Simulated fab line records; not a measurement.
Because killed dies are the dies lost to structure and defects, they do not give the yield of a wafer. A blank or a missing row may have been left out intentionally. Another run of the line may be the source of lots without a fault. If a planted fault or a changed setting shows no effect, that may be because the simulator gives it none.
fab line records	flow nandHarc	part 1 of 2: steps 1 to 23 of 33
record: lots: 5	wafers: 15	lastDay: 32
route steps=1302 shown P_GATE@214 P_CONTACT@217
lots untouched by any fault: they come from a run of this same line in which no faults occurred
startH: the number of hours between the record's first day and the start of the first shown wafer of the lot	waitH: how many hours have passed since the lot's step before this one	" identical to the entry in the row above	L1.1+2: one row covering several wafers at once	- no value present, or no start provided	* or withheld: withheld	< > ~ a bound
route shown NAME@n: names a module that has steps shown in the file, with the first one's number in the route	usual: average and standard deviation across the fault-free wafers	same: alike in all rows	chamber/n: place in a boat	sites: per-site readings	_std_site: the standard deviation of these	_edge_site: mean of outer sites minus mean of inner sites	radiusMm: for every site, how far away it sits from the centre of the wafer	mask NAME#n: copy n	behind: the most recent tool/chamber to have shaped the wafer	hold: why the lot was held/for how many hours/how that ended	device: whichever transistor did not switch (one of n, p or np)	end of line: the same wafers' tests at the end of the route	a step given without rows: its recipe and nothing more	killed: dies lost to structure and defects at the first sort, not the wafer's yield	map: a wafer's dies, x killed, . not, _ none there
set.NAME: the setting the step ran with; set.NAME@STEP: the setting that earlier step ran with	model.NAME: the simulator's own value behind a step, which no gauge read
lots at selected steps of the route; one table per step, one row per wafer
services: a tool's chamber out of use, with start hour (startH, from the record's first day; less than 0 if before it), hours out, and reason
== steps ==
step: NHARC_P_GATE_STRIP_67
recipe: timeS: 600	tempC: 130	chemistry: SPM
lot.wafer	tool	chamber	startH	waitH
L075.3+1+6	wetBench-04	0,2,5	127.17	0.1
L083.6+2+5	wetBench-03	2,4,6	209.03	0.0
L088.4+2+6	wetBench-03	0,1,3	260.89	0.1
L091.3+4+5	wetBench-09	3,5,7	278.41	0.1
L093.4+3+5	wetBench-03	6,0,2	303.36	0.1
step: NHARC_P_GATE_RTA_82
recipe: tempC: 450	timeS: 30
usual: wafer_temp_C_max: 452.6/0.79
same: lampPowerPct: 4.3
lot.wafer	tool	chamber	startH	waitH	wafer_temp_C_max
L075.1	rtpAnneal-02	0	127.43	-	452.8
L075.3	"	0	"	"	453.8
L075.6	"	0	"	"	453.3
L083.2	rtpAnneal-02	0	209.31	-	451.8
L083.5	"	0	"	"	452.5
L083.6	"	0	"	"	452.9
L088.2	rtpAnneal-02	0	261.18	-	453.0
L088.4	"	0	"	"	452.1
L088.6	"	0	"	"	453.4
L091.3	rtpAnneal-02	0	278.73	-	453.0
L091.4	"	0	"	"	452.3
L091.5	"	0	"	"	453.0
L093.3	rtpAnneal-02	0	303.67	-	453.1
L093.4	"	0	"	"	452.1
L093.5	"	0	"	"	453.0
step: NHARC_P_GATE_INSPECT_68
usual: rawDefectCount: 216/69
lot.wafer	tool	chamber	startH	waitH	rawDefectCount
L075.1	defectInspect-02	-	127.63	0.2	301
L075.3	"	-	"	"	227
L075.6	"	-	"	"	155
L083.2	defectInspect-02	-	209.48	0.1	189
L083.5	"	-	"	"	218
L083.6	"	-	"	"	224
L088.2	defectInspect-02	-	261.35	0.1	208
L088.4	"	-	"	"	262
L088.6	"	-	"	"	397
L091.3	defectInspect-01	-	278.87	0.1	212
L091.4	"	-	"	"	205
L091.5	"	-	"	"	147
L093.3	defectInspect-02	-	303.81	0.1	235
L093.4	"	-	"	"	151
L093.5	"	-	"	"	292
step: NHARC_P_CONTACT_DEP_30
recipe: targetThkA: 300	tempC: 400	targetThkNm: 30	flowSccm: 200	rfW: 450	material: SiNx
usual: heaterPowerOuterW: 444/61	heaterPowerW: 757/70
lot.wafer	tool	chamber	startH	waitH	heaterPowerOuterW	heaterPowerW	sinceWetCleanH
L075.1	pecvd-01	0	127.70	0.1	327	705	166
L075.3	"	2	"	"	504	825	166
L075.6	"	1	"	"	418	734	-
L083.2	pecvd-03	1	209.63	0.1	365	662	12
L083.6	"	2	"	"	384	689	-
L083.5	"	0	"	"	501	768	-
L088.2	pecvd-03	2	261.55	0.2	388	701	64
L088.6	"	2	"	"	391	696	-
L088.4	"	0	"	"	485	767	-
L091.3	pecvd-01	2	279.01	0.1	528	907	136
L091.5	"	1	"	"	465	769	-
L091.4	"	2	"	"	538	895	-
L093.3	pecvd-02	1	303.88	0.1	459	751	64
L093.5	"	1	"	"	448	741	-
L093.4	"	0	"	"	443	784	-
step: NHARC_P_CONTACT_DEP_00
recipe: targetThkA: 5000	tempC: 400	pressureTorr: 6.5	rfW: 900	teosFlowSccm: 161.4	flowSccm: 2650	targetThkNm: 500	gas: O2	material: SiO2
usual: heaterPowerOuterW: 319/66	heaterPowerW: 590/77	throttleValvePct: 15.8/0.54
lot.wafer	tool	chamber	startH	waitH	heaterPowerOuterW	heaterPowerW	sinceWetCleanH	throttleValvePct
L075.1	pecvd-01	0	-	-	237	563	166	16.4
L075.3	"	2	"	"	306	608	166	15.9
L075.6	"	1	"	"	365	636	-	15.7
L083.2	pecvd-03	1	-	-	286	548	12	14.9
L083.6	"	2	"	"	263	516	-	15.3
L083.5	"	0	"	"	371	597	-	15.9
L088.2	pecvd-03	2	-	-	208	446	64	15.6
L088.6	"	2	"	"	234	501	-	15.8
L088.4	"	0	"	"	368	601	-	16.3
L091.3	pecvd-01	2	-	-	425	756	136	15.9
L091.5	"	1	"	"	352	627	-	15.7
L091.4	"	2	"	"	296	576	-	15.9
L093.3	pecvd-02	1	-	-	363	634	64	15.7
L093.5	"	1	"	"	245	489	-	16.1
L093.4	"	0	"	"	338	634	-	16.3
step: NHARC_P_CONTACT_CMP_01
recipe: targetThkNm: 200	material: SiO2
usual: motorCurrentA: 12.0/1	slurryFlowMlMin: 150.0/0.4
lot.wafer	tool	chamber	startH	waitH	motorCurrentA	slurryFlowMlMin
L075.3	cmp-01	2	128.41	-	10.8	150.2
L075.1	"	3	"	"	11.3	149.8
L075.6	"	2	"	"	11.4	149.8
L083.2	cmp-02	3	210.38	-	14.2	150.8
L083.5	"	3	"	"	14.5	150.6
L083.6	"	0	"	"	10.4	149.7
L088.4	cmp-02	0	262.25	-	10.8	150.6
L088.2	"	2	"	"	11.1	150.2
L088.6	"	0	"	"	10.8	150.3
L091.3	cmp-03	0	279.70	-	12.0	149.5
L091.4	"	1	"	"	11.4	150.1
L091.5	"	3	"	"	10.9	150.2
L093.3	cmp-02	1	304.61	-	12.5	150.1
L093.4	"	3	"	"	13.3	150.3
L093.5	"	0	"	"	11.2	149.4
step: NHARC_P_CONTACT_SRD_03
lot.wafer	tool	chamber	startH	waitH
L075.3+1+6	wetBench-05	0,1,2	128.72	0.0
L083.2+5+6	wetBench-01	6,1,2	210.68	0.0
L088.6+4+2	wetBench-07	3,6,7	262.52	0.0
L091.5+4+3	wetBench-07	1,2,3	279.96	0.0
L093.5+3+4	wetBench-07	3,5,6	304.89	0.0
step: NHARC_P_CONTACT_DEHYDRATE_04
recipe: tempC: 150	timeS: 120
usual: exhaustPa: 44.9/0.97
lot.wafer	tool	chamber	startH	waitH	exhaustPa
L075.1	lithoTrack-06	0	128.80	0.1	45.5
L075.3	"	0	"	"	45.8
L075.6	"	0	"	"	47.2
L083.2	lithoTrack-04	0	210.76	0.1	44.3
L083.5	"	0	"	"	44.3
L083.6	"	0	"	"	44.2
L088.2	lithoTrack-04	0	262.60	0.1	44.4
L088.4	"	0	"	"	44.8
L088.6	"	0	"	"	43.9
L091.3	lithoTrack-04	0	280.03	0.1	42.6
L091.4	"	0	"	"	43.9
L091.5	"	0	"	"	43.3
L093.3	lithoTrack-01	0	304.98	0.1	45.1
L093.4	"	0	"	"	46.2
L093.5	"	0	"	"	45.7
step: NHARC_P_CONTACT_HMDS_05
recipe: timeS: 30
usual: exhaustPa: 44.9/0.94
lot.wafer	tool	chamber	startH	waitH	exhaustPa
L075.1	lithoTrack-06	0	-	-	45.0
L075.3	"	0	"	"	46.3
L075.6	"	0	"	"	45.3
L083.2	lithoTrack-04	0	-	-	44.7
L083.5	"	0	"	"	45.7
L083.6	"	0	"	"	45.4
L088.2	lithoTrack-04	0	-	-	44.7
L088.4	"	0	"	"	44.6
L088.6	"	0	"	"	43.1
L091.3	lithoTrack-04	0	-	-	44.2
L091.4	"	0	"	"	46.2
L091.5	"	0	"	"	45.4
L093.3	lithoTrack-01	0	-	-	45.6
L093.4	"	0	"	"	44.9
L093.5	"	0	"	"	44.3
step: NHARC_P_CONTACT_COAT_33
recipe: tempC: 260	timeS: 75
usual: exhaustPa: 44.9/0.8
lot.wafer	tool	chamber	startH	waitH	exhaustPa
L075.1	lithoTrack-06	0	-	-	43.9
L075.3	"	0	"	"	44.1
L075.6	"	0	"	"	44.8
L083.2	lithoTrack-04	0	-	-	45.1
L083.5	"	0	"	"	45.9
L083.6	"	0	"	"	45.0
L088.2	lithoTrack-04	0	-	-	44.3
L088.4	"	0	"	"	46.0
L088.6	"	0	"	"	44.7
L091.3	lithoTrack-04	0	-	-	44.6
L091.4	"	0	"	"	44.4
L091.5	"	0	"	"	44.6
L093.3	lithoTrack-01	0	-	-	44.8
L093.4	"	0	"	"	47.4
L093.5	"	0	"	"	44.3
step: NHARC_P_CONTACT_COAT_34
recipe: tempC: 225	timeS: 65
usual: exhaustPa: 45.0/0.93
lot.wafer	tool	chamber	startH	waitH	exhaustPa
L075.1	lithoTrack-06	0	-	-	43.5
L075.3	"	0	"	"	45.5
L075.6	"	0	"	"	44.8
L083.2	lithoTrack-04	0	-	-	44.5
L083.5	"	0	"	"	44.3
L083.6	"	0	"	"	43.1
L088.2	lithoTrack-04	0	-	-	45.9
L088.4	"	0	"	"	45.3
L088.6	"	0	"	"	46.1
L091.3	lithoTrack-04	0	-	-	46.1
L091.4	"	0	"	"	47.4
L091.5	"	0	"	"	46.7
L093.3	lithoTrack-01	0	-	-	44.6
L093.4	"	0	"	"	45.7
L093.5	"	0	"	"	43.9
step: NHARC_P_CONTACT_COAT_06
recipe: spinRpm: 1500	resistThkNm: 90
usual: dispensePressureKPa: 50.3/2.4	exhaustPa: 44.9/0.86
lot.wafer	tool	chamber	startH	waitH	dispensePressureKPa	exhaustPa
L075.1	lithoTrack-06	0	-	-	54.5	45.3
L075.3	"	0	"	"	54.5	44.9
L075.6	"	0	"	"	54.5	45.6
L083.2	lithoTrack-04	0	-	-	48.0	46.5
L083.5	"	0	"	"	48.0	44.2
L083.6	"	0	"	"	48.0	44.9
L088.2	lithoTrack-04	0	-	-	48.0	44.8
L088.4	"	0	"	"	48.0	45.2
L088.6	"	0	"	"	48.0	45.2
L091.3	lithoTrack-04	0	-	-	48.0	45.4
L091.4	"	0	"	"	48.0	45.2
L091.5	"	0	"	"	48.1	44.2
L093.3	lithoTrack-01	0	-	-	50.5	44.5
L093.4	"	0	"	"	50.5	44.9
L093.5	"	0	"	"	50.5	45.0
step: NHARC_P_CONTACT_SOFTBAKE_07
recipe: tempC: 105	timeS: 55
usual: exhaustPa: 44.9/0.95
lot.wafer	tool	chamber	startH	waitH	exhaustPa
L075.1	lithoTrack-06	0	-	-	43.6
L075.3	"	0	"	"	43.7
L075.6	"	0	"	"	44.8
L083.2	lithoTrack-04	0	-	-	44.4
L083.5	"	0	"	"	45.6
L083.6	"	0	"	"	45.2
L088.2	lithoTrack-04	0	-	-	47.4
L088.4	"	0	"	"	46.4
L088.6	"	0	"	"	46.6
L091.3	lithoTrack-04	0	-	-	43.9
L091.4	"	0	"	"	44.0
L091.5	"	0	"	"	43.7
L093.3	lithoTrack-01	0	-	-	44.5
L093.4	"	0	"	"	44.8
L093.5	"	0	"	"	45.7
step: NHARC_P_CONTACT_EBR_08
usual: exhaustPa: 45.1/0.96
lot.wafer	tool	chamber	startH	waitH	exhaustPa
L075.1	lithoTrack-06	0	-	-	45.5
L075.3	"	0	"	"	43.4
L075.6	"	0	"	"	44.6
L083.2	lithoTrack-04	0	-	-	44.2
L083.5	"	0	"	"	45.7
L083.6	"	0	"	"	44.4
L088.2	lithoTrack-04	0	-	-	44.6
L088.4	"	0	"	"	42.6
L088.6	"	0	"	"	43.5
L091.3	lithoTrack-04	0	-	-	45.3
L091.4	"	0	"	"	45.8
L091.5	"	0	"	"	45.7
L093.3	lithoTrack-01	0	-	-	44.9
L093.4	"	0	"	"	43.9
L093.5	"	0	"	"	44.7
step: NHARC_P_CONTACT_EXPOSE_09
recipe: na: 1.35	targetCdNm: 90	doseMj: 81.26	maskId: P_CA
usual: exposureDoseMJCm2: 81.6/0.41
lot.wafer	tool	chamber	startH	waitH	mask	exposureDoseMJCm2
L075.1	arfiScanner-01	0	129.11	-	P_CA#0	81.1
L075.3	"	0	"	"	P_CA#0	81.2
L075.6	"	0	"	"	P_CA#0	81.2
L083.2	arfiScanner-02	0	211.08	-	P_CA#0	81.9
L083.5	"	0	"	"	P_CA#0	82.0
L083.6	"	0	"	"	P_CA#0	82.1
L088.2	arfiScanner-01	0	262.79	-	P_CA#0	81.0
L088.4	"	0	"	"	P_CA#0	81.1
L088.6	"	0	"	"	P_CA#0	81.1
L091.3	arfiScanner-01	0	280.35	-	P_CA#0	81.0
L091.4	"	0	"	"	P_CA#0	81.2
L091.5	"	0	"	"	P_CA#0	81.1
L093.3	arfiScanner-02	0	305.30	-	P_CA#0	82.0
L093.4	"	0	"	"	P_CA#0	82.0
L093.5	"	0	"	"	P_CA#0	82.1
step: NHARC_P_CONTACT_PEB_10
recipe: pebTempC: 100	pebTimeS: 65
usual: exhaustPa: 45.1/0.91
lot.wafer	tool	chamber	startH	waitH	exhaustPa
L075.1	lithoTrack-01	0	129.17	0.1	44.2
L075.3	"	0	"	"	44.5
L075.6	"	0	"	"	44.2
L083.2	lithoTrack-06	0	211.13	0.1	45.0
L083.5	"	0	"	"	44.8
L083.6	"	0	"	"	44.7
L088.2	lithoTrack-04	0	262.85	0.1	44.4
L088.4	"	0	"	"	45.2
L088.6	"	0	"	"	43.8
L091.3	lithoTrack-06	0	280.40	0.0	44.8
L091.4	"	0	"	"	44.3
L091.5	"	0	"	"	45.0
L093.3	lithoTrack-06	0	305.35	0.0	45.9
L093.4	"	0	"	"	44.8
L093.5	"	0	"	"	44.7
step: NHARC_P_CONTACT_DEVELOP_11
recipe: developTimeS: 35	devTempC: 23
usual: exhaustPa: 44.8/0.87
lot.wafer	tool	chamber	startH	waitH	exhaustPa
L075.1	lithoTrack-01	0	-	-	44.0
L075.3	"	0	"	"	44.6
L075.6	"	0	"	"	43.7
L083.2	lithoTrack-06	0	-	-	44.4
L083.5	"	0	"	"	44.4
L083.6	"	0	"	"	44.9
L088.2	lithoTrack-04	0	-	-	44.7
L088.4	"	0	"	"	44.6
L088.6	"	0	"	"	45.0
L091.3	lithoTrack-06	0	-	-	45.7
L091.4	"	0	"	"	45.0
L091.5	"	0	"	"	44.3
L093.3	lithoTrack-06	0	-	-	44.3
L093.4	"	0	"	"	44.3
L093.5	"	0	"	"	44.6
step: NHARC_P_CONTACT_CD_MEAS_12
recipe: targetCdNm: 90	landingEnergyEv: 500
usual: cdNm: 90.7/0.8
lot.wafer	tool	chamber	startH	waitH	cdNm
L075.1	cdSem-01	0	129.25	-	91.9
L075.3	"	0	"	"	91.0
L075.6	"	0	"	"	91.8
L083.2	cdSem-01	0	211.21	-	90.1
L083.5	"	0	"	"	90.1
L083.6	"	0	"	"	91.0
L088.2	cdSem-03	0	262.95	-	90.8
L088.4	"	0	"	"	89.4
L088.6	"	0	"	"	90.5
L091.3	cdSem-03	0	280.49	-	90.5
L091.4	"	0	"	"	91.8
L091.5	"	0	"	"	90.6
L093.3	cdSem-03	0	305.43	-	90.0
L093.4	"	0	"	"	90.9
L093.5	"	0	"	"	91.9
step: NHARC_P_CONTACT_OVL_MEAS_13
usual: overlayXNm: 0.0/0.81	overlayYNm: 0.3/0.88
lot.wafer	tool	chamber	startH	waitH	overlayXNm	overlayYNm
L075.1	overlay-02	-	129.33	-	0.6	-0.7
L075.3	"	-	"	"	-0.1	-1.1
L075.6	"	-	"	"	0.0	-1.2
L083.2	overlay-01	-	211.30	-	0.3	-0.8
L083.5	"	-	"	"	1.1	-0.2
L083.6	"	-	"	"	0.7	-0.9
L088.2	overlay-02	-	263.03	-	-0.3	1.0
L088.4	"	-	"	"	-0.6	0.7
L088.6	"	-	"	"	-0.5	0.1
L091.3	overlay-01	-	280.57	-	-0.7	-0.2
L091.4	"	-	"	"	-0.4	-0.1
L091.5	"	-	"	"	-0.4	0.5
L093.3	overlay-01	-	305.52	-	-0.3	1.1
L093.4	"	-	"	"	0.4	0.9
L093.5	"	-	"	"	0.1	0.6
step: NHARC_P_CONTACT_INSPECT_14
usual: rawDefectCount: 3.8/2.3
lot.wafer	tool	chamber	startH	waitH	rawDefectCount
L075.1	defectInspect-02	-	129.37	0.0	2
L075.3	"	-	"	"	2
L075.6	"	-	"	"	3
L083.2	defectInspect-02	-	211.34	0.0	4
L083.5	"	-	"	"	2
L083.6	"	-	"	"	4
L088.2	defectInspect-02	-	263.07	0.0	4
L088.4	"	-	"	"	5
L088.6	"	-	"	"	0
L091.3	defectInspect-02	-	280.61	0.0	1
L091.4	"	-	"	"	6
L091.5	"	-	"	"	4
L093.3	defectInspect-01	-	305.56	0.0	1
L093.4	"	-	"	"	2
L093.5	"	-	"	"	4
step: NHARC_P_CONTACT_DESCUM_17
recipe: timeS: 3	o2FlowSccm: 200	arFlowSccm: 0	biasPowerW: 0	chemistry: O2
usual: drypumpMotorCurrentA: 5.6/0.39	oesProductAu: 1.003/0.013	rfVppV: 57.8/0.86	showerheadPlenumPTorr: 1.94/0.082	throttleValvePct: 11.311/0.0098
lot.wafer	tool	chamber	startH	waitH	drypumpMotorCurrentA	oesProductAu	rfHoursCounterH	rfVppV	showerheadPlenumPTorr	throttleValvePct
L075.3	rieDiel-11	1	129.43	0.1	5.0	1.012	0.8	57.8	1.91	11.301
L075.1	"	0	"	"	6.1	1.006	0.7	58.8	2.04	11.318
L075.6	"	2	"	"	5.5	1.031	-	57.8	1.98	11.310
L083.2	rieDiel-09	2	211.40	0.1	6.0	0.992	2.3	57.8	1.83	11.318
L083.6	"	2	"	"	6.0	0.990	-	57.6	1.83	11.324
L083.5	"	3	"	"	5.3	0.994	-	57.8	2.04	11.326
L088.2	rieDiel-09	1	263.14	0.1	5.0	0.991	4.5	58.0	1.96	11.313
L088.4	"	3	"	"	5.3	0.992	4.0	58.3	2.04	11.307
L088.6	"	1	"	"	5.1	1.000	-	57.2	1.96	11.311
L091.4	rieDiel-02	1	280.68	0.1	5.7	0.984	3.0	57.1	1.81	11.321
L091.3	"	2	"	"	5.7	1.000	3.6	57.1	1.83	11.305
L091.5	"	0	"	"	5.5	0.990	-	58.3	2.03	11.324
L093.4	rieDiel-09	1	305.62	0.1	5.0	1.009	5.6	58.3	1.96	11.312
L093.3	"	3	"	"	5.3	0.990	5.3	58.1	2.04	11.302
L093.5	"	1	"	"	5.0	1.011	-	58.5	1.96	11.316
step: NHARC_P_CONTACT_ETCH_35
recipe: targetDepthA: 390	overEtchFrac: 0.3	timeS: 65	ionEnergyEv: 80	cf4FlowSccm: 150	arFlowSccm: 0	rfW: 300	biasW: 100	chemistry: CF4
usual: drypumpMotorCurrentA: 5.6/0.38	oesProductAu: 1.002/0.012	rfVppV: 151.5/1.3	showerheadPlenumPTorr: 1.79/0.072	throttleValvePct: 13.282/0.0094
same: overEtchFrac: 0.3
lot.wafer	tool	chamber	startH	waitH	drypumpMotorCurrentA	oesProductAu	rfHoursCounterH	rfVppV	showerheadPlenumPTorr	throttleValvePct
L075.3	rieDiel-11	3	129.52	0.1	5.9	0.993	0.8	151.0	1.82	13.290
L075.1	"	1	"	"	5.0	1.004	0.8	151.7	1.76	13.271
L075.6	"	3	"	"	5.9	0.998	-	152.7	1.82	13.288
L083.2	rieDiel-09	1	211.48	0.1	5.0	1.009	2.2	150.5	1.81	13.279
L083.6	"	1	"	"	5.0	1.021	-	151.3	1.81	13.281
L083.5	"	2	"	"	6.0	0.991	-	151.0	1.69	13.280
L088.2	rieDiel-09	0	263.22	0.1	5.6	1.006	3.5	150.0	1.70	13.302
L088.4	"	1	"	"	5.0	1.012	4.5	152.7	1.81	13.283
L088.6	"	3	"	"	5.3	0.999	-	152.7	1.88	13.279
L091.3	rieDiel-02	3	280.76	0.1	6.2	1.019	3.2	151.9	1.85	13.271
L091.4	"	1	"	"	5.7	0.985	3.1	150.2	1.68	13.277
L091.5	"	3	"	"	6.2	1.023	-	152.6	1.85	13.272
L093.3	rieDiel-09	3	305.70	0.1	5.3	0.992	5.3	152.6	1.88	13.279
L093.4	"	2	"	"	6.0	0.996	5.5	150.4	1.69	13.278
L093.5	"	3	"	"	5.3	0.990	-	154.1	1.88	13.275
step: NHARC_P_CONTACT_ETCH_36
recipe: targetDepthA: 2600	overEtchFrac: 0.25	timeS: 406.25	ionEnergyEv: 200	n2FlowSccm: 150	h2FlowSccm: 150	arFlowSccm: 0	rfW: 400	biasW: 150	chemistry: N2/H2
usual: drypumpMotorCurrentA: 5.6/0.4	oesProductAu: 1.002/0.012	rfVppV: 431.1/2.7	showerheadPlenumPTorr: 2.06/0.092	throttleValvePct: 14.171/0.0099
same: overEtchFrac: 0.25
lot.wafer	tool	chamber	startH	waitH	drypumpMotorCurrentA	oesProductAu	rfHoursCounterH	rfVppV	showerheadPlenumPTorr	throttleValvePct
L075.3	rieDiel-11	3	-	-	5.9	0.999	0.9	433.2	2.10	14.170
L075.1	"	1	"	"	5.0	0.986	0.8	430.1	2.03	14.171
L075.6	"	3	"	"	5.9	0.999	-	432.6	2.10	14.184
L083.2	rieDiel-09	2	-	-	6.0	0.988	2.4	428.5	1.94	14.172
L083.6	"	0	"	"	5.6	0.995	-	428.1	1.96	14.183
L083.5	"	1	"	"	5.0	1.010	-	432.9	2.10	14.168
L088.4	rieDiel-09	2	-	-	6.0	0.998	4.3	427.7	1.94	14.178
L088.2	"	1	"	"	5.0	0.995	4.5	431.7	2.10	14.170
L088.6	"	3	"	"	5.3	0.989	-	433.7	2.18	14.172
L091.4	rieDiel-02	2	-	-	5.7	1.001	3.7	427.7	1.95	14.175
L091.3	"	0	"	"	5.5	0.987	2.7	433.0	2.16	14.166
L091.5	"	3	"	"	6.1	1.022	-	432.8	2.15	14.166
L093.4	rieDiel-09	0	-	-	5.6	1.002	4.8	428.4	1.96	14.154
L093.3	"	1	"	"	5.0	1.015	5.7	431.9	2.10	14.163
L093.5	"	2	"	"	6.0	1.005	-	428.8	1.94	14.158
